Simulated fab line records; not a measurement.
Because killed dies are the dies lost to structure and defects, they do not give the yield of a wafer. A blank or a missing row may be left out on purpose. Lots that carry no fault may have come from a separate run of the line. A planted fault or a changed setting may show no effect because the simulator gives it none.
A single fault, viewed from 3 desks | flow n5Finfet | every desk sees just its own numbers, and what lay behind them comes last

AT THE TOOL OWNER'S DESK: lithoTrack-05
The tool's own readings at N5_BEOL_M0_SAQP_COAT_08 (resist thk 90 nm): means of the sampled wafers that have a number, for each lot that ran on this tool. Marked OUT: a lot whose mean sits more than 4 standard deviations from the usual mean, which makes it out of limits; the brackets give that distance.
Columns: A = spinSpeedRpm at N5_BEOL_M0_SAQP_COAT_08, usual 1499.7 rpm
lot  | first seen here | A
L629 | day 7 12:16     | 1499.9
L641 | day 10 11:58    | 1617.1 (+99 or more) OUT
L644 | day 11 04:19    | 1616.8 (+99 or more) OUT
This desk's finding: out of limits on L641, L644; first on L641, day 10 11:58 (spinSpeedRpm at N5_BEOL_M0_SAQP_COAT_08). Within limits: L629.

FROM THE METROLOGY DESK
What the gauges read for every lot (on any tool): the sampled wafers with a number, averaged. Marked OUT: a lot whose mean sits more than 4 standard deviations from the usual mean, which makes it out of limits; the brackets give that distance. Of its 13 readings 7 are shown: those that lie furthest out on some lot.
Columns: A = thkNm at N5_BEOL_M0_SAQP_THK_MEAS_05, usual 60.3 nm; B = DIBL_N at N5_BEOL_M4_RC_MEAS_101, usual 37.5 mV/V; C = DIBL_P at N5_BEOL_M4_RC_MEAS_101, usual 37.5 mV/V; D = IOFF_N at N5_BEOL_M4_RC_MEAS_101, usual 0.18 nA/um; E = IOFF_P at N5_BEOL_M4_RC_MEAS_101, usual 0.24 nA/um; F = ION_P at N5_BEOL_M4_RC_MEAS_101, usual 464 uA/um; G = VT_P at N5_BEOL_M4_RC_MEAS_101, usual -249 mV
lot  | first seen here | A    | B    | C    | D    | E    | F   | G
L621 | day 5 11:47     | 60.3 | 40.2 | 41.7 | 0.24 | 0.33 | 472 | -245
L624 | day 6 07:43     | 60.4 | 36.8 | 36.6 | 0.17 | 0.18 | 449 | -254
L629 | day 7 12:09     | 60.4 | 37.7 | 39.0 | 0.18 | 0.24 | 468 | -247
L639 | day 9 23:17     | 61.3 | 39.6 | 38.6 | 0.20 | 0.27 | 466 | -246
L641 | day 10 11:50    | 62.0 | 37.6 | 36.7 | 0.20 | 0.25 | 474 | -247
L644 | day 11 04:12    | 61.2 | 37.4 | 37.7 | 0.19 | 0.22 | 472 | -250
This desk found nothing out of limits on any of the 6 lots.

THE DEFECT DESK
Lot by lot, what the route's inspections counted, given as the mean of those sampled wafers with a number. Marked OUT: a lot whose mean sits more than 4 standard deviations from the usual mean, which makes it out of limits; the brackets give that distance.
Columns: A = rawDefectCount at N5_BEOL_M0_SAQP_INSPECT_16, usual 479
lot  | first seen here | A
L621 | day 5 12:19     | 454
L624 | day 6 08:08     | 640
L629 | day 7 12:43     | 506
L639 | day 9 23:49     | 466
L641 | day 10 12:23    | 505
L644 | day 11 04:44    | 523
This desk found nothing out of limits on any of the 6 lots.

BROUGHT TOGETHER
At day 10 11:58, on L641, L644, the tool owner's desk was in a position to raise an alarm.
At the metrology desk, nothing out of limits was observed.
Nothing out of limits was seen by the defect desk.
The metrology desk holds a record of L641, L644, inside its limits.
The defect desk has L641, L644 on record, within its limits.
N5_BEOL_M0_SAQP_COAT_08 was run on lithoTrack-05 by each of the lots named.

WHAT WAS PUT IN BY THE SIMULATOR
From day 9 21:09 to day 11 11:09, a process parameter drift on lithoTrack-05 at N5_BEOL_M0_SAQP_COAT_08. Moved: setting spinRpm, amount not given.
Shown lots that were struck: L641, L644.
Delay in hours, fault start to first out-of-limits reading, by desk: the tool owner's desk at 15.
